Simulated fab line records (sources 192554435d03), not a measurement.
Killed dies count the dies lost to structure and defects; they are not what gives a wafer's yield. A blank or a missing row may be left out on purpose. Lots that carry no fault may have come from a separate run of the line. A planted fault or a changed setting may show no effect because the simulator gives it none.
fab line records + flow n5_finfet
record:
- lots: 6
- wafers: 18
- last_day: 19
route steps=1938 shown BEOL_M2@925 BEOL_M3@931 BEOL_M4@1111
lots with no fault: from the same line, run without faults
start_h: start of the lot's first displayed wafer, in hours after the record's first day + wait_h: time in hours since the lot's previous step + " the same as in the row above + L1.1+2: several wafers, shown together as one row + - value missing, or start not given + * or withheld: withheld + < > ~ a bound
route shown NAME@n: names a module that has steps shown in the file, with the first one's number in the route + usual: the fault-free wafers' mean and standard deviation + same: alike in all rows + chamber/n: place in a boat + sites: the reading at each site + _std_site: standard deviation of those values + _edge_site: mean of outer sites minus mean of inner sites + radius_mm: how far each site lies from the wafer's centre + mask NAME#n: copy n + behind: the most recent tool/chamber to have shaped the wafer + hold: cause of the lot's hold/its duration in hours/its outcome + device: the n, p or np transistor that did not switch + end of line: tests of these same wafers at the route's end + where a step has no rows: the recipe by itself + killed: not the wafer's yield, but the dies lost to structure and defects at the first sort + map: shows each die of a wafer: x if killed, . if not, _ if none is there
set.NAME: the setting that was run; set.NAME@STEP: the one run at that earlier step + model.NAME: the simulator's own value behind a step, which no gauge read
certain route steps with their lots: each step a table, each wafer a row
services: from which hour (start_h, from the record's first day; less than 0 if before it) a tool's chamber was out of use, for how many hours, and why
== steps ==
step: N5_BEOL_M2_PRE_CLEAN_60
recipe:
- gas: NH3/H2
- time_s: 15
- temp_c: *
- rf_power_w: 300
usual:
- heater_power_w: 84/13
| lot.wafer | tool      | chamber | start_h | wait_h | heater_power_w |
|-----------|-----------|---------|---------|--------|----------------|
| L604.4    | cvd_co-01 | 2       | 174.48  | 0.1    | 79             |
| L604.5    | "         | 0       | "       | "      | 109            |
| L604.6    | "         | 1       | "       | "      | 81             |
| L605.1    | cvd_co-01 | 2       | 188.98  | 0.0    | 79             |
| L605.3    | "         | 1       | "       | "      | 81             |
| L605.5    | "         | 0       | "       | "      | 107            |
| L608.1    | cvd_co-01 | 0       | 195.64  | 0.1    | 109            |
| L608.2    | "         | 2       | "       | "      | 79             |
| L608.3    | "         | 1       | "       | "      | 83             |
| L611.1    | cvd_co-02 | 0       | 211.72  | 0.0    | 82             |
| L611.4    | "         | 0       | "       | "      | 83             |
| L611.5    | "         | 2       | "       | "      | 66             |
| L618.1    | cvd_co-01 | 1       | 257.35  | 0.0    | 81             |
| L618.2    | "         | 2       | "       | "      | 80             |
| L618.3    | "         | 0       | "       | "      | 107            |
| L620.4    | cvd_co-02 | 1       | 285.07  | 0.1    | 89             |
| L620.5    | "         | 0       | "       | "      | 81             |
| L620.6    | "         | 2       | "       | "      | 66             |
step: N5_BEOL_M2_CO_CAP_55
recipe:
- material: Co
- target_thk_a: 20
- temp_c: 200
- precursor: CCTBA/H2
- pressure_torr: 30
- time_s: 102.1
usual:
- chamber_pressure_Torr: 30.01/0.058
- heater_power_w: 235/16
| lot.wafer | tool      | chamber | start_h | wait_h | chamber_pressure_Torr | heater_power_w |
|-----------|-----------|---------|---------|--------|-----------------------|----------------|
| L604.4    | cvd_co-01 | 2       | 174.53  | 0.0    | 29.98                 | 231            |
| L604.5    | "         | 0       | "       | "      | 30.14                 | 260            |
| L604.6    | "         | 1       | "       | "      | 29.98                 | 232            |
| L605.1    | cvd_co-01 | 2       | 189.02  | 0.0    | 30.03                 | 227            |
| L605.3    | "         | 1       | "       | "      | 30.07                 | 236            |
| L605.5    | "         | 0       | "       | "      | 30.06                 | 262            |
| L608.1    | cvd_co-01 | 0       | 195.68  | 0.0    | 30.01                 | 268            |
| L608.2    | "         | 2       | "       | "      | 30.06                 | 224            |
| L608.3    | "         | 1       | "       | "      | 30.02                 | 239            |
| L611.1    | cvd_co-02 | 0       | 211.76  | 0.0    | 30.10                 | 229            |
| L611.4    | "         | 0       | "       | "      | 30.06                 | 233            |
| L611.5    | "         | 2       | "       | "      | 30.01                 | 211            |
| L618.1    | cvd_co-01 | 1       | 257.39  | 0.0    | 29.98                 | 233            |
| L618.2    | "         | 2       | "       | "      | 29.91                 | 234            |
| L618.3    | "         | 0       | "       | "      | 30.03                 | 271            |
| L620.4    | cvd_co-02 | 1       | 285.13  | 0.0    | 30.13                 | 236            |
| L620.5    | "         | 0       | "       | "      | 30.10                 | 235            |
| L620.6    | "         | 2       | "       | "      | 29.91                 | 217            |
step: N5_BEOL_M2_PRE_CLEAN_56
recipe:
- gas: NH3
- time_s: 15
- temp_c: withheld
- rf_power_w: 300
step: N5_BEOL_M2_DEP_57
recipe:
- material: SiCN
- target_thk_a: 80
- temp_c: withheld
- precursor: 3MS/NH3
- pressure_torr: 3
- rf_w: 202
- time_s: 14
usual:
- chamber_pressure_Torr: 3.000/0.0057
- showerhead_plenum_p_Torr: 3.668/0.01
- throttle_valve_pct: 8.9/0.5
| lot.wafer | tool     | chamber | start_h | wait_h | chamber_pressure_Torr | showerhead_plenum_p_Torr | throttle_valve_pct |
|-----------|----------|---------|---------|--------|-----------------------|--------------------------|--------------------|
| L604.4    | pecvd-04 | 2       | 174.63  | 0.0    | 3.006                 | 3.669                    | 9.0                |
| L604.5    | "        | 0       | "       | "      | 3.001                 | 3.643                    | 9.1                |
| L604.6    | "        | 1       | "       | "      | 3.011                 | 3.682                    | 9.3                |
| L605.1    | pecvd-04 | 1       | 189.14  | 0.0    | 2.997                 | 3.683                    | 9.5                |
| L605.3    | "        | 2       | "       | "      | 3.001                 | 3.676                    | 8.9                |
| L605.5    | "        | 1       | "       | "      | 2.998                 | 3.676                    | 9.3                |
| L608.1    | pecvd-04 | 0       | 195.79  | 0.0    | 2.998                 | 3.641                    | 9.3                |
| L608.2    | "        | 1       | "       | "      | 3.010                 | 3.666                    | 9.2                |
| L608.3    | "        | 2       | "       | "      | 3.006                 | 3.670                    | 9.4                |
| L611.1    | pecvd-03 | 1       | 211.90  | 0.0    | 3.007                 | 3.677                    | 9.0                |
| L611.4    | "        | 1       | "       | "      | 3.002                 | 3.668                    | 9.2                |
| L611.5    | "        | 0       | "       | "      | 3.007                 | 3.683                    | 9.7                |
| L618.1    | pecvd-01 | 1       | 257.50  | 0.0    | 2.990                 | 3.679                    | 9.6                |
| L618.2    | "        | 0       | "       | "      | 3.010                 | 3.665                    | 8.6                |
| L618.3    | "        | 2       | "       | "      | 3.000                 | 3.680                    | 8.5                |
| L620.4    | pecvd-01 | 0       | 285.22  | 0.0    | 2.998                 | 3.657                    | 8.8                |
| L620.5    | "        | 1       | "       | "      | 3.001                 | 3.659                    | 9.2                |
| L620.6    | "        | 2       | "       | "      | 3.005                 | 3.679                    | 8.2                |
step: N5_BEOL_M2_RS_MEAS_58
recipe:
- thk_meas_gauge: four-point-probe
- reads: Co_of_BEOL_M2_CO_CAP_55+Cu_of_BEOL_M2_ECD_50+Co_of_BEOL_M2_CVD_47+TaN_of_BEOL_M2_ALD_84
usual:
- M2_RS: 0.67/0.033
| lot.wafer | tool          | chamber | start_h | wait_h | M2_RS[ohm/sq] |
|-----------|---------------|---------|---------|--------|---------------|
| L604.4    | film_metro-02 | -       | 174.68  | 0.0    | 0.67          |
| L604.5    | "             | -       | "       | "      | 0.77          |
| L604.6    | "             | -       | "       | "      | 0.70          |
| L605.1    | film_metro-02 | -       | 189.20  | 0.0    | 0.72          |
| L605.3    | "             | -       | "       | "      | 0.66          |
| L605.5    | "             | -       | "       | "      | 0.67          |
| L608.1    | film_metro-01 | -       | 195.86  | 0.0    | 0.69          |
| L608.2    | "             | -       | "       | "      | 0.59          |
| L608.3    | "             | -       | "       | "      | 0.64          |
| L611.1    | film_metro-01 | -       | 211.98  | 0.1    | 0.67          |
| L611.4    | "             | -       | "       | "      | 0.67          |
| L611.5    | "             | -       | "       | "      | 0.70          |
| L618.1    | film_metro-02 | -       | 257.57  | 0.0    | 0.67          |
| L618.2    | "             | -       | "       | "      | 0.66          |
| L618.3    | "             | -       | "       | "      | 0.62          |
| L620.4    | film_metro-01 | -       | 285.28  | 0.0    | 0.64          |
| L620.5    | "             | -       | "       | "      | 0.66          |
| L620.6    | "             | -       | "       | "      | 0.62          |
step: N5_BEOL_M2_INSPECT_59
recipe:
- inspect_instrument: darkfield
- mode: post_dep
usual:
- raw_defect_count: 69/20
| lot.wafer | tool              | chamber | start_h | wait_h | raw_defect_count |
|-----------|-------------------|---------|---------|--------|------------------|
| L604.4    | defect_inspect-02 | -       | 174.71  | 0.0    | 83               |
| L604.5    | "                 | -       | "       | "      | 94               |
| L604.6    | "                 | -       | "       | "      | 113              |
| L605.1    | defect_inspect-02 | -       | 189.23  | 0.0    | 92               |
| L605.3    | "                 | -       | "       | "      | 85               |
| L605.5    | "                 | -       | "       | "      | 59               |
| L608.1    | defect_inspect-02 | -       | 195.89  | 0.0    | 80               |
| L608.2    | "                 | -       | "       | "      | 72               |
| L608.3    | "                 | -       | "       | "      | 107              |
| L611.1    | defect_inspect-01 | -       | 212.01  | 0.0    | 67               |
| L611.4    | "                 | -       | "       | "      | 72               |
| L611.5    | "                 | -       | "       | "      | 56               |
| L618.1    | defect_inspect-01 | -       | 257.60  | 0.0    | 66               |
| L618.2    | "                 | -       | "       | "      | 54               |
| L618.3    | "                 | -       | "       | "      | 57               |
| L620.4    | defect_inspect-02 | -       | 285.30  | 0.0    | 44               |
| L620.5    | "                 | -       | "       | "      | 43               |
| L620.6    | "                 | -       | "       | "      | 60               |
step: N5_BEOL_M3_ILD_DEP_00
recipe:
- material: SiOC
- target_thk_a: 790
- temp_c: 350
- precursor: DEMS/O2
- pressure_torr: 5
- rf_w: 500
- time_s: 15.3
step: N5_BEOL_M3_THK_MEAS_01
recipe:
- reads: SiOC_of_BEOL_M3_ILD_DEP_00
usual:
- M3_ILD_THK: 78.6/1.1
| lot.wafer | tool          | chamber | start_h | wait_h | M3_ILD_THK[nm] |
|-----------|---------------|---------|---------|--------|----------------|
| L604.4    | film_metro-01 | -       | 174.81  | 0.0    | 79.4           |
| L604.5    | "             | -       | "       | "      | 80.5           |
| L604.6    | "             | -       | "       | "      | 78.6           |
| L605.1    | film_metro-02 | -       | 189.33  | 0.0    | 77.6           |
| L605.3    | "             | -       | "       | "      | 78.2           |
| L605.5    | "             | -       | "       | "      | 78.7           |
| L608.1    | film_metro-01 | -       | 196.01  | 0.1    | 77.9           |
| L608.2    | "             | -       | "       | "      | 76.6           |
| L608.3    | "             | -       | "       | "      | 79.3           |
| L611.1    | film_metro-02 | -       | 212.12  | 0.0    | 78.0           |
| L611.4    | "             | -       | "       | "      | 80.6           |
| L611.5    | "             | -       | "       | "      | 79.9           |
| L618.1    | film_metro-02 | -       | 257.70  | 0.0    | 78.4           |
| L618.2    | "             | -       | "       | "      | 78.2           |
| L618.3    | "             | -       | "       | "      | 76.8           |
| L620.4    | film_metro-02 | -       | 285.41  | 0.0    | 80.1           |
| L620.5    | "             | -       | "       | "      | 79.6           |
| L620.6    | "             | -       | "       | "      | 79.1           |
step: N5_BEOL_M3_PECVD_72
recipe:
- material: SiO2
- target_thk_a: 160
- temp_c: 400
- precursor: TEOS/O2
- pressure_torr: 5.5
- rf_w: 450
- teos_flow_sccm: 53.8
- gas: O2
- flow_sccm: 3000
- time_s: 18
usual:
- chamber_pressure_Torr: 5.501/0.012
- heater_power_w: 720/80
- showerhead_plenum_p_Torr: 8.80/0.046
- throttle_valve_pct: 22.4/1.4
| lot.wafer | tool     | chamber | start_h | wait_h | chamber_pressure_Torr | heater_power_w | showerhead_plenum_p_Torr | throttle_valve_pct |
|-----------|----------|---------|---------|--------|-----------------------|----------------|--------------------------|--------------------|
| L604.4    | pecvd-03 | 1       | 174.86  | 0.1    | 5.503                 | 615            | 8.85                     | 22.2               |
| L604.5    | "        | 0       | "       | "      | 5.502                 | 704            | 8.79                     | 24.1               |
| L604.6    | "        | 1       | "       | "      | 5.503                 | 636            | 8.84                     | 22.3               |
| L605.1    | pecvd-03 | 2       | 189.37  | 0.0    | 5.482                 | 714            | 8.83                     | 22.4               |
| L605.3    | "        | 1       | "       | "      | 5.511                 | 702            | 8.81                     | 22.1               |
| L605.5    | "        | 0       | "       | "      | 5.509                 | 764            | 8.82                     | 24.0               |
| L608.1    | pecvd-03 | 0       | 196.04  | 0.0    | 5.517                 | 804            | 8.83                     | 24.3               |
| L608.2    | "        | 1       | "       | "      | 5.504                 | 621            | 8.83                     | 22.2               |
| L608.3    | "        | 2       | "       | "      | 5.494                 | 577            | 8.81                     | 22.4               |
| L611.1    | pecvd-02 | 1       | 212.15  | 0.0    | 5.510                 | 775            | 8.80                     | 21.9               |
| L611.4    | "        | 0       | "       | "      | 5.502                 | 815            | 8.76                     | 23.8               |
| L611.5    | "        | 1       | "       | "      | 5.506                 | 783            | 8.80                     | 22.0               |
| L618.1    | pecvd-03 | 0       | 257.74  | 0.0    | 5.523                 | 695            | 8.82                     | 24.4               |
| L618.2    | "        | 1       | "       | "      | 5.503                 | 672            | 8.85                     | 22.3               |
| L618.3    | "        | 2       | "       | "      | 5.505                 | 676            | 8.77                     | 20.1               |
| L620.4    | pecvd-01 | 0       | 285.46  | 0.1    | 5.519                 | 687            | 8.78                     | 21.3               |
| L620.5    | "        | 1       | "       | "      | 5.515                 | 647            | 8.79                     | 23.0               |
| L620.6    | "        | 2       | "       | "      | 5.481                 | 601            | 8.84                     | 20.8               |
step: N5_BEOL_M3_HM_DEP_02
recipe:
- material: TiN
- target_thk_a: 200
- temp_c: 25
- chamber_pressure_pa: 0.49996
usual:
- throttle_valve_pct: 30.7/1
| lot.wafer | tool           | chamber | start_h | wait_h | throttle_valve_pct |
|-----------|----------------|---------|---------|--------|--------------------|
| L604.4    | pvd_sputter-03 | -       | 176.26  | 1.4    | 30.9               |
| L604.5    | "              | -       | "       | "      | 29.0               |
| L604.6    | "              | -       | "       | "      | 30.3               |
| L605.1    | pvd_sputter-01 | -       | 189.43  | 0.0    | 30.9               |
| L605.3    | "              | -       | "       | "      | 30.5               |
| L605.5    | "              | -       | "       | "      | 29.6               |
| L608.1    | pvd_sputter-03 | -       | 196.10  | 0.0    | 31.1               |
| L608.2    | "              | -       | "       | "      | 30.1               |
| L608.3    | "              | -       | "       | "      | 28.9               |
| L611.1    | pvd_sputter-03 | -       | 212.75  | 0.6    | 30.2               |
| L611.4    | "              | -       | "       | "      | 31.0               |
| L611.5    | "              | -       | "       | "      | 29.0               |
| L618.1    | pvd_sputter-02 | -       | 262.33  | 4.6    | 31.3               |
| L618.2    | "              | -       | "       | "      | 32.4               |
| L618.3    | "              | -       | "       | "      | 30.1               |
| L620.4    | pvd_sputter-02 | -       | 286.05  | 0.6    | 30.4               |
| L620.5    | "              | -       | "       | "      | 30.4               |
| L620.6    | "              | -       | "       | "      | 31.4               |
step: N5_BEOL_M3_COAT_61
recipe:
- resist: SOC
- temp_c: 250
- time_s: 60
- spin_rpm: 1500
- resist_thk_nm: 60
step: N5_BEOL_M3_COAT_62
recipe:
- resist: SiARC
- temp_c: 220
- time_s: 60
- spin_rpm: 1500
- resist_thk_nm: 12
step: N5_BEOL_M3_COAT_73
recipe:
- resist: underlayer
- temp_c: 205
- time_s: 60
- spin_rpm: 1500
- resist_thk_nm: 5
usual:
- chill_plate_temp_C: 23.01/0.098
- heater_power_total_W: 391.8/1.2
- plate_temp_C: 205.00/0.18
| lot.wafer | tool           | chamber | start_h | wait_h | chill_plate_temp_C | heater_power_total_W | plate_temp_C |
|-----------|----------------|---------|---------|--------|--------------------|----------------------|--------------|
| L604.4    | litho_track-05 | 0       | 176.40  | -      | 23.06              | 391.8                | 205.12       |
| L604.5    | "              | 0       | "       | "      | 23.07              | 390.7                | 205.11       |
| L604.6    | "              | 0       | "       | "      | 23.05              | 390.1                | 205.36       |
| L605.1    | litho_track-02 | 0       | 189.56  | -      | 23.03              | 390.8                | 204.76       |
| L605.3    | "              | 0       | "       | "      | 22.83              | 389.6                | 204.93       |
| L605.5    | "              | 0       | "       | "      | 23.03              | 389.6                | 204.64       |
| L608.1    | litho_track-02 | 0       | 196.23  | -      | 23.09              | 403.2                | 209.38       |
| L608.2    | "              | 0       | "       | "      | 23.18              | 401.3                | 209.22       |
| L608.3    | "              | 0       | "       | "      | 23.15              | 402.8                | 209.14       |
| L611.1    | litho_track-02 | 0       | 212.88  | -      | 22.94              | 402.9                | 209.28       |
| L611.4    | "              | 0       | "       | "      | 23.00              | 403.9                | 209.40       |
| L611.5    | "              | 0       | "       | "      | 22.91              | 401.6                | 209.39       |
| L618.1    | litho_track-05 | 0       | 262.47  | -      | 22.88              | 390.6                | 204.76       |
| L618.2    | "              | 0       | "       | "      | 23.09              | 390.8                | 204.78       |
| L618.3    | "              | 0       | "       | "      | 22.99              | 391.5                | 204.97       |
| L620.4    | litho_track-02 | 0       | 286.20  | -      | 23.13              | 392.6                | 205.30       |
| L620.5    | "              | 0       | "       | "      | 23.12              | 392.5                | 205.40       |
| L620.6    | "              | 0       | "       | "      | 23.16              | 392.4                | 205.25       |
step: N5_BEOL_M3_COAT_05
recipe:
- resist: CAR-EUV
- spin_rpm: 1500
- resist_thk_nm: 30
step: N5_BEOL_M4_RC_MEAS_101
usual:
- DIBL_N: 35.1/1.6
- DIBL_P: 34.9/1.8
- IOFF_N: 0.143/0.026
- IOFF_P: 0.21/0.037
- ION_N: 671/11
- ION_P: 463/7.8
- SS_N: 71.2/0.58
- SS_P: 73.0/0.54
- VT_N: 251/3
- VT_P: -250/4.1
| lot.wafer | tool      | chamber | start_h | wait_h | DIBL_N[mV/V] | DIBL_P[mV/V] | IOFF_N[nA/um] | IOFF_P[nA/um] | ION_N[uA/um] | ION_P[uA/um] | SS_N[mV/dec] | SS_P[mV/dec] | VT_N[mV] | VT_P[mV] |
|-----------|-----------|---------|---------|--------|--------------|--------------|---------------|---------------|--------------|--------------|--------------|--------------|----------|----------|
| L604.4    | prober-01 | 0       | 199.02  | 0.5    | 32.2         | 31.2         | 0.095         | 0.12          | 640          | 438          | 70.2         | 72.4         | 260      | -260     |
| L604.5    | "         | 0       | "       | "      | 34.3         | 33.4         | 0.125         | 0.15          | 651          | 443          | 70.8         | 72.3         | 254      | -255     |
| L604.6    | "         | 0       | "       | "      | 34.2         | 34.0         | 0.122         | 0.15          | 662          | 448          | 70.7         | 73.0         | 253      | -256     |
| L605.1    | prober-02 | 0       | 211.18  | 0.0    | 36.1         | 37.0         | 0.181         | 0.27          | 673          | 466          | 72.0         | 73.5         | 248      | -244     |
| L605.3    | "         | 0       | "       | "      | 33.7         | 34.1         | 0.138         | 0.22          | 664          | 464          | 71.2         | 72.5         | 249      | -245     |
| L605.5    | "         | 0       | "       | "      | 33.0         | 33.6         | 0.137         | 0.21          | 675          | 470          | 70.8         | 73.3         | 249      | -246     |
| L608.1    | prober-01 | 0       | 230.26  | 0.0    | 35.8         | 34.6         | 0.127         | 0.18          | 659          | 463          | 71.6         | 73.2         | 256      | -250     |
| L608.2    | "         | 0       | "       | "      | 36.2         | 36.5         | 0.135         | 0.23          | 663          | 466          | 71.8         | 74.0         | 252      | -247     |
| L608.3    | "         | 0       | "       | "      | 36.0         | 36.9         | 0.143         | 0.23          | 680          | 468          | 71.4         | 73.0         | 252      | -247     |
| L611.1    | prober-01 | 0       | 249.97  | 0.0    | 34.6         | 33.2         | 0.116         | 0.15          | 673          | 452          | 70.6         | 73.0         | 255      | -257     |
| L611.4    | "         | 0       | "       | "      | 35.2         | 34.2         | 0.126         | 0.17          | 668          | 461          | 71.3         | 72.4         | 255      | -255     |
| L611.5    | "         | 0       | "       | "      | 33.8         | 32.4         | 0.111         | 0.15          | 663          | 451          | 70.7         | 72.0         | 255      | -255     |
| L618.1    | prober-01 | 0       | 310.60  | 0.0    | 37.2         | 38.4         | 0.192         | 0.27          | 683          | 470          | 71.5         | 73.4         | 247      | -244     |
| L618.2    | "         | 0       | "       | "      | 35.0         | 35.0         | 0.152         | 0.20          | 672          | 461          | 72.2         | 72.6         | 248      | -249     |
| L618.3    | "         | 0       | "       | "      | 36.9         | 38.3         | 0.204         | 0.27          | 705          | 481          | 71.3         | 74.1         | 243      | -244     |
| L620.4    | prober-01 | 0       | 331.26  | 0.5    | 36.4         | 36.4         | 0.153         | 0.22          | 671          | 468          | 71.5         | 72.9         | 252      | -250     |
| L620.5    | "         | 0       | "       | "      | 35.4         | 36.0         | 0.141         | 0.22          | 672          | 471          | 71.1         | 73.3         | 249      | -247     |
| L620.6    | "         | 0       | "       | "      | 34.2         | 33.7         | 0.117         | 0.19          | 657          | 454          | 71.1         | 72.9         | 253      | -250     |
== services ==
| tool           | chamber | start_h | hours | kind                          |
|----------------|---------|---------|-------|-------------------------------|
| pecvd-04       | 0       | 157.67  | 2.1   | scheduled_down                |
| cvd_co-02      | -       | 163.65  | 6.9   | pm                            |
| pecvd-01       | 0       | 166.14  | 7.5   | repair                        |
| pvd_sputter-03 | -       | 168.35  | 2.5   | repair                        |
| pecvd-03       | 2       | 172.77  | 6.1   | repair                        |
| pecvd-01       | -       | 175.72  | 2.8   | pm                            |
| pecvd-03       | 2       | 178.89  | 2.1   | scheduled_down                |
| pecvd-04       | 1       | 192.15  | 2.1   | scheduled_down                |
| pecvd-02       | 2       | 194.93  | 2.1   | scheduled_down                |
| pecvd-03       | 2       | 202.38  | -     | clean                         |
| pecvd-03       | 2       | 202.38  | -     | consumable_replace:showerhead |
| pecvd-03       | 2       | 202.38  | 29.0  | scheduled_down                |
| pecvd-03       | 2       | 202.38  | 29.0  | vent_cycle                    |
| pecvd-01       | -       | 216.05  | 2.1   | repair                        |
| pecvd-01       | 2       | 222.84  | 2.1   | scheduled_down                |
| pecvd-01       | -       | 227.20  | 4.2   | repair                        |
| pecvd-02       | -       | 250.45  | 0.5   | repair                        |
| cvd_co-02      | -       | 254.53  | 0.8   | repair                        |
| pvd_sputter-03 | -       | 256.81  | 10.5  | repair                        |
== key ==
first_sign:
- step: N5_BEOL_M3_COAT_73
- reading: plate_temp_C
- direction: up
- sigmas: 25
- usual: *
- struck: *
effect:
- step: N5_BEOL_M3_COAT_73
- reading: heater_power_total_W
- direction: up
- sigmas: 8.8
- usual: *
- struck: *
met_at N5_BEOL_M3_COAT_73
struck_wafers L608.1,L608.2,L608.3,L611.1,L611.4,L611.5
onset_between 189.56 196.23
fault:
- kind: process_parameter_drift
- tool: litho_track-02
- chamber: -
- onset_h: 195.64
- steps: N5_BEOL_M3_COAT_73
- channel: temp_c
- offset: *
- shape: step
- end_h: 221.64
- acts_in: *
- stated: *
